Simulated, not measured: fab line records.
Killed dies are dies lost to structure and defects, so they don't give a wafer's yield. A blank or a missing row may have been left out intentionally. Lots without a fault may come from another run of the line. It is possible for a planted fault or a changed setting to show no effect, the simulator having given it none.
What tool caused it? :: flow n5 finfet :: 11 lots, 33 wafers sampled, at 5 steps of a route of 1938

## WHAT THE GAUGES SHOWED, per wafer
Not one reading of a measure or inspect step in the record can be checked against a usual standard deviation.

## WHAT TOOL EACH LOT RAN ON (gives the tool, then ch and the chambers of the sampled wafers, and finally the start)
lot: L963
N5_BEOL_M2_ECD_50: ecd cu-01 ch 0,1, day 6 23:48
N5_PASSIVATION_ETCH_15: rie diel-04 ch 0,1,2, day 12 05:41 or earlier
N5_PASSIVATION_AL_DEP_21: pvd sputter-03, day 12 05:41
N5_PASSIVATION_STRIP_34: rie diel-06 ch 0,1,3, day 12 06:50
N5_PASSIVATION_PROBE_49: -

lot: L965
N5_BEOL_M2_ECD_50: ecd cu-01 ch 0,1, day 7 13:32
N5_PASSIVATION_ETCH_15: rie diel-01 ch 0,1, day 13 00:45 or earlier
N5_PASSIVATION_AL_DEP_21: pvd sputter-01, day 13 00:45
N5_PASSIVATION_STRIP_34: rie diel-02 ch 0,1,2, day 13 01:58
N5_PASSIVATION_PROBE_49: prober-01, day 13 06:13

lot: L968
N5_BEOL_M2_ECD_50: ecd cu-02 ch 0,1, day 8 04:11
N5_PASSIVATION_ETCH_15: rie diel-04 ch 1,2, day 13 04:14 or earlier
N5_PASSIVATION_AL_DEP_21: pvd sputter-03, day 13 04:14
N5_PASSIVATION_STRIP_34: rie diel-05 ch 1,2, day 13 05:33
N5_PASSIVATION_PROBE_49: -

lot: L967
N5_BEOL_M2_ECD_50: ecd cu-02 ch 0,1, day 8 06:07
N5_PASSIVATION_ETCH_15: rie diel-03 ch 2,3, day 13 11:25 or earlier
N5_PASSIVATION_AL_DEP_21: pvd sputter-03, day 13 11:25
N5_PASSIVATION_STRIP_34: rie diel-05 ch 0,2,3, day 13 12:43
N5_PASSIVATION_PROBE_49: prober-02, day 13 17:59

lot: L969
N5_BEOL_M2_ECD_50: ecd cu-01 ch 0,1, day 8 09:13
N5_PASSIVATION_ETCH_15: rie diel-04 ch 0,1,2, day 13 15:52 or earlier
N5_PASSIVATION_AL_DEP_21: pvd sputter-03, day 13 15:52
N5_PASSIVATION_STRIP_34: rie diel-06 ch 0,2, day 13 17:41
N5_PASSIVATION_PROBE_49: prober-02, day 13 22:04

lot: L970
N5_BEOL_M2_ECD_50: ecd cu-02 ch 0,1, day 8 21:11
N5_PASSIVATION_ETCH_15: rie diel-04 ch 1,2, day 14 00:20 or earlier
N5_PASSIVATION_AL_DEP_21: pvd sputter-02, day 14 00:20
N5_PASSIVATION_STRIP_34: rie diel-06 ch 0,1, day 14 02:02
N5_PASSIVATION_PROBE_49: -

lot: L972
N5_BEOL_M2_ECD_50: ecd cu-01 ch 0,1, day 9 12:55
N5_PASSIVATION_ETCH_15: rie diel-03 ch 0,1,3, day 14 18:04 or earlier
N5_PASSIVATION_AL_DEP_21: pvd sputter-02, day 14 18:04
N5_PASSIVATION_STRIP_34: rie diel-02 ch 0,3, day 14 19:58
N5_PASSIVATION_PROBE_49: prober-01, day 15 00:26

lot: L973
N5_BEOL_M2_ECD_50: ecd cu-02 ch 0,1, day 9 20:55
N5_PASSIVATION_ETCH_15: rie diel-03 ch 0,2, day 15 01:28 or earlier
N5_PASSIVATION_AL_DEP_21: pvd sputter-02, day 15 01:28
N5_PASSIVATION_STRIP_34: rie diel-06 ch 0,1,3, day 15 03:26
N5_PASSIVATION_PROBE_49: prober-01, day 15 07:54

lot: L976
N5_BEOL_M2_ECD_50: ecd cu-01 ch 0,1, day 10 07:13
N5_PASSIVATION_ETCH_15: rie diel-04 ch 2,3, day 15 22:05 or earlier
N5_PASSIVATION_AL_DEP_21: pvd sputter-01, day 15 22:05
N5_PASSIVATION_STRIP_34: rie diel-06 ch 0,1,3, day 15 23:15
N5_PASSIVATION_PROBE_49: prober-02, day 16 03:26

lot: L977
N5_BEOL_M2_ECD_50: ecd cu-01 ch 0,1, day 10 10:15
N5_PASSIVATION_ETCH_15: rie diel-01 ch 0,2,3, day 15 15:38 or earlier
N5_PASSIVATION_AL_DEP_21: pvd sputter-01, day 15 15:38
N5_PASSIVATION_STRIP_34: rie diel-06 ch 0,1,3, day 15 17:01
N5_PASSIVATION_PROBE_49: prober-01, day 15 21:29

lot: L978
N5_BEOL_M2_ECD_50: ecd cu-01 ch 0,1, day 11 02:21
N5_PASSIVATION_ETCH_15: rie diel-04 ch 0,2, day 16 12:23 or earlier
N5_PASSIVATION_AL_DEP_21: pvd sputter-03, day 16 12:23
N5_PASSIVATION_STRIP_34: rie diel-05 ch 2,3, day 16 13:37
N5_PASSIVATION_PROBE_49: prober-01, day 16 18:03
- N5_BEOL_M2_ECD_50: material Cu, target thk 300 nm.
- N5_PASSIVATION_ETCH_15: etches SiCN in CF4/N2, target depth 75 nm, time 81.2 s.
- N5_PASSIVATION_AL_DEP_21: deposits Al, target thk 2800 nm, time 170 s.
- N5_PASSIVATION_STRIP_34: strips in O2.
- N5_PASSIVATION_PROBE_49

## AS READ BY THE TOOLS THEMSELVES (means over the sampled wafers that have a number; for cases with no such wafer, the mark the record gives instead)
N5_PASSIVATION_ETCH_15. Usual: drypump motor current A 5.8 A, standard deviation 0.62; oes product au 0.81 a.u., standard deviation 0.09; rf vpp V 382.7 V, standard deviation 2; showerhead plenum p Torr 2.23 Torr, standard deviation 0.079; throttle valve pct 15.39 %, standard deviation 0.19.
lot: L963
tool: rie diel-04
drypump motor current A (A): 5.6
oes product au (a.u.): 0.88
rf vpp V (V): 382.1
showerhead plenum p Torr (Torr): 2.24
throttle valve pct (%): 15.39
flag: 

lot: L965
tool: rie diel-01
drypump motor current A (A): 5.5
oes product au (a.u.): 0.89
rf vpp V (V): 385.3
showerhead plenum p Torr (Torr): 2.30
throttle valve pct (%): 15.26
flag: 

lot: L968
tool: rie diel-04
drypump motor current A (A): 5.6
oes product au (a.u.): 0.91
rf vpp V (V): 382.1
showerhead plenum p Torr (Torr): 2.22
throttle valve pct (%): 15.30
flag: 

lot: L967
tool: rie diel-03
drypump motor current A (A): 6.1
oes product au (a.u.): 0.80
rf vpp V (V): 384.4
showerhead plenum p Torr (Torr): 2.28
throttle valve pct (%): 15.30
flag: 

lot: L969
tool: rie diel-04
drypump motor current A (A): 5.6
oes product au (a.u.): 0.86
rf vpp V (V): 382.6
showerhead plenum p Torr (Torr): 2.23
throttle valve pct (%): 15.41
flag: 

lot: L970
tool: rie diel-04
drypump motor current A (A): 5.6
oes product au (a.u.): 0.89
rf vpp V (V): 382.9
showerhead plenum p Torr (Torr): 2.22
throttle valve pct (%): 15.31
flag: 

lot: L972
tool: rie diel-03
drypump motor current A (A): 5.9
oes product au (a.u.): 0.74
rf vpp V (V): 381.9
showerhead plenum p Torr (Torr): 2.24
throttle valve pct (%): 15.40
flag: 

lot: L973
tool: rie diel-03
drypump motor current A (A): 5.4
oes product au (a.u.): 0.69
rf vpp V (V): 382.1
showerhead plenum p Torr (Torr): 2.15
throttle valve pct (%): 15.60
flag: 

lot: L976
tool: rie diel-04
drypump motor current A (A): 6.3
oes product au (a.u.): 0.92
rf vpp V (V): 382.6
showerhead plenum p Torr (Torr): 2.22
throttle valve pct (%): 15.16
flag: 

lot: L977
tool: rie diel-01
drypump motor current A (A): 6.2
oes product au (a.u.): 0.82
rf vpp V (V): 381.8
showerhead plenum p Torr (Torr): 2.19
throttle valve pct (%): 15.33
flag: 

lot: L978
tool: rie diel-04
drypump motor current A (A): 5.9
oes product au (a.u.): 0.84
rf vpp V (V): 382.5
showerhead plenum p Torr (Torr): 2.20
throttle valve pct (%): 15.41
flag: 

N5_PASSIVATION_AL_DEP_21. Usual: cathode dc power W 29999 W, standard deviation 5.4; throttle valve pct 29.9 %, standard deviation 0.86.
lot: L963
tool: pvd sputter-03
cathode dc power W (W): 29997
throttle valve pct (%): 30.0
flag: 

lot: L965
tool: pvd sputter-01
cathode dc power W (W): 29998
throttle valve pct (%): 30.5
flag: 

lot: L968
tool: pvd sputter-03
cathode dc power W (W): 30000
throttle valve pct (%): 30.4
flag: 

lot: L967
tool: pvd sputter-03
cathode dc power W (W): 30003
throttle valve pct (%): 30.2
flag: 

lot: L969
tool: pvd sputter-03
cathode dc power W (W): 29998
throttle valve pct (%): 30.4
flag: 

lot: L970
tool: pvd sputter-02
cathode dc power W (W): 30003
throttle valve pct (%): 29.1
flag: 

lot: L972
tool: pvd sputter-02
cathode dc power W (W): 30008
throttle valve pct (%): 28.9
flag: 

lot: L973
tool: pvd sputter-02
cathode dc power W (W): 30000
throttle valve pct (%): 28.9
flag: 

lot: L976
tool: pvd sputter-01
cathode dc power W (W): 29996
throttle valve pct (%): 29.6
flag: 

lot: L977
tool: pvd sputter-01
cathode dc power W (W): 29999
throttle valve pct (%): 30.7
flag: 

lot: L978
tool: pvd sputter-03
cathode dc power W (W): 29998
throttle valve pct (%): 30.2
flag: 

N5_PASSIVATION_STRIP_34. Usual: drypump motor current A 5.7 A, standard deviation 0.46; oes product au 0.82 a.u., standard deviation 0.088; rf vpp V 3.4 V, standard deviation 1.6; showerhead plenum p Torr 2.13 Torr, standard deviation 0.072; throttle valve pct 16.64 %, standard deviation 0.22.
lot: L963
tool: rie diel-06
drypump motor current A (A): 5.8
oes product au (a.u.): 0.91
rf vpp V (V): 2.1
showerhead plenum p Torr (Torr): 2.16
throttle valve pct (%): 16.62
flag: 

lot: L965
tool: rie diel-02
drypump motor current A (A): 6.3
oes product au (a.u.): 0.72
rf vpp V (V): 3.7
showerhead plenum p Torr (Torr): 2.15
throttle valve pct (%): 16.59
flag: 

lot: L968
tool: rie diel-05
drypump motor current A (A): 5.3
oes product au (a.u.): 0.81
rf vpp V (V): 3.6
showerhead plenum p Torr (Torr): 2.15
throttle valve pct (%): 16.81
flag: 

lot: L967
tool: rie diel-05
drypump motor current A (A): 5.4
oes product au (a.u.): 0.79
rf vpp V (V): 2.6
showerhead plenum p Torr (Torr): 2.13
throttle valve pct (%): 16.55
flag: 

lot: L969
tool: rie diel-06
drypump motor current A (A): 5.6
oes product au (a.u.): 0.84
rf vpp V (V): 3.9
showerhead plenum p Torr (Torr): 2.04
throttle valve pct (%): 16.86
flag: 

lot: L970
tool: rie diel-06
drypump motor current A (A): 5.9
oes product au (a.u.): 0.89
rf vpp V (V): 1.7
showerhead plenum p Torr (Torr): 2.16
throttle valve pct (%): 16.80
flag: 

lot: L972
tool: rie diel-02
drypump motor current A (A): 6.0
oes product au (a.u.): 0.83
rf vpp V (V): 5.5
showerhead plenum p Torr (Torr): 2.06
throttle valve pct (%): 16.47
flag: 

lot: L973
tool: rie diel-06
drypump motor current A (A): 5.8
oes product au (a.u.): 0.84
rf vpp V (V): 3.4
showerhead plenum p Torr (Torr): 2.15
throttle valve pct (%): 16.71
flag: 

lot: L976
tool: rie diel-06
drypump motor current A (A): 5.8
oes product au (a.u.): 0.83
rf vpp V (V): 3.8
showerhead plenum p Torr (Torr): 2.15
throttle valve pct (%): 16.73
flag: 

lot: L977
tool: rie diel-06
drypump motor current A (A): 5.8
oes product au (a.u.): 0.85
rf vpp V (V): 3.9
showerhead plenum p Torr (Torr): 2.15
throttle valve pct (%): 16.71
flag: 

lot: L978
tool: rie diel-05
drypump motor current A (A): 5.3
oes product au (a.u.): 0.85
rf vpp V (V): 3.8
showerhead plenum p Torr (Torr): 2.19
throttle valve pct (%): 16.51
flag: 

N5_PASSIVATION_PROBE_49. Usual: defect limited yield 91.7 %, standard deviation 1.5; killed_at_M0_to_M3 30, standard deviation 8.6; killed_at_M4_up 12, standard deviation 4.5; killed at contacts 13, standard deviation 5.8; killed at front end 38, standard deviation 11; killed at other 4, standard deviation 3; killed dies 97, standard deviation 17; killed on rim 13, standard deviation 3.6; killed open 63, standard deviation 12; killed short 32, standard deviation 8.8; sort_bin_5_function 4.8 %, standard deviation 0.91; sort_bin_6_memory 3.1 %, standard deviation 0.68; sort n pass 1083, standard deviation 17; sort yield pct 91.7 %, standard deviation 1.5.
lot: L965
tool: prober-01
defect limited yield (%): 91.6
killed_at_M0_to_M3: 30
killed_at_M4_up: 12
killed at contacts: 8
killed at front end: 41
killed at other: 9
killed dies: 100
killed on rim: 12
killed open: 65
killed short: 32
sort_bin_5_function (%): 4.9
sort_bin_6_memory (%): 3.2
sort n pass: 1080
sort yield pct (%): 91.6
flag: 

lot: L967
tool: prober-02
defect limited yield (%): 90.6
killed_at_M0_to_M3: 30
killed_at_M4_up: 13
killed at contacts: 15
killed at front end: 50
killed at other: 3
killed dies: 111
killed on rim: 14
killed open: 66
killed short: 41
sort_bin_5_function (%): 5.8
sort_bin_6_memory (%): 3.3
sort n pass: 1069
sort yield pct (%): 90.6
flag: 

lot: L969
tool: prober-02
defect limited yield (%): 92.9
killed_at_M0_to_M3: 17
killed_at_M4_up: 5
killed at contacts: 20
killed at front end: 41
killed at other: 1
killed dies: 83
killed on rim: 13
killed open: 51
killed short: 31
sort_bin_5_function (%): 4.4
sort_bin_6_memory (%): 2.4
sort n pass: 1097
sort yield pct (%): 92.9
flag: 

lot: L972
tool: prober-01
defect limited yield (%): 91.4
killed_at_M0_to_M3: 36
killed_at_M4_up: 15
killed at contacts: 18
killed at front end: 31
killed at other: 2
killed dies: 102
killed on rim: 12
killed open: 67
killed short: 32
sort_bin_5_function (%): 5.1
sort_bin_6_memory (%): 3.1
sort n pass: 1078
sort yield pct (%): 91.4
flag: 

lot: L973
tool: prober-01
defect limited yield (%): 90.4
killed_at_M0_to_M3: 42
killed_at_M4_up: 11
killed at contacts: 15
killed at front end: 45
killed at other: 1
killed dies: 114
killed on rim: 14
killed open: 70
killed short: 43
sort_bin_5_function (%): 5.3
sort_bin_6_memory (%): 4.0
sort n pass: 1066
sort yield pct (%): 90.4
flag: 

lot: L976
tool: prober-02
defect limited yield (%): 94.8
killed_at_M0_to_M3: 22
killed_at_M4_up: 8
killed at contacts: 9
killed at front end: 21
killed at other: 2
killed dies: 61
killed on rim: 10
killed open: 43
killed short: 17
sort_bin_5_function (%): 3.1
sort_bin_6_memory (%): 1.9
sort n pass: 1119
sort yield pct (%): 94.8
flag: 

lot: L977
tool: prober-01
defect limited yield (%): 53.9
killed_at_M0_to_M3: 483
killed_at_M4_up: 13
killed at contacts: 12
killed at front end: 33
killed at other: 4
killed dies: 544
killed on rim: 74
killed open: 52
killed short: 35
sort_bin_5_function (%): 29.1
sort_bin_6_memory (%): 13.6
sort n pass: 636
sort yield pct (%): 53.9
flag: OFF

lot: L978
tool: prober-01
defect limited yield (%): 54.9
killed_at_M0_to_M3: 477
killed_at_M4_up: 9
killed at contacts: 12
killed at front end: 30
killed at other: 3
killed dies: 532
killed on rim: 71
killed open: 50
killed short: 27
sort_bin_5_function (%): 28.1
sort_bin_6_memory (%): 14.3
sort n pass: 648
sort yield pct (%): 54.9
flag: OFF

## THE ANSWER, worked out from the rows above alone
Rule: take the mean of a lot's wafers that have a number; if it is more than 3 standard deviations from the usual mean, the lot is off. Also off: a lot with no number at a reading for which 4 or more lots have one. All remaining lots with rows at the step are treated as sound. First the gauges in route order, then the tools' own readings, where a lot's mean is used as printed above. The first step at which some lot is off is used, and at that step the reading that is off furthest; a lot without a number counts as furthest.
Off: L977, L978 (N5_PASSIVATION_PROBE_49, killed_at_M0_to_M3). Neither off nor sound, because the step has no rows for them: L963, L968, L970.
If a tool, at that step or one of the process steps before it, ran each lot that is off and ran no sound lot following the first of them, it fits. Because N5_PASSIVATION_ETCH_15 lacks a start for some lots, the hours and order of its lots are taken from N5_PASSIVATION_AL_DEP_21. This does not decide it: 2 tools fit, namely ecd cu-01 at N5_BEOL_M2_ECD_50 and prober-01 at N5_PASSIVATION_PROBE_49.

## WHAT WAS PUT IN BY THE SIMULATOR
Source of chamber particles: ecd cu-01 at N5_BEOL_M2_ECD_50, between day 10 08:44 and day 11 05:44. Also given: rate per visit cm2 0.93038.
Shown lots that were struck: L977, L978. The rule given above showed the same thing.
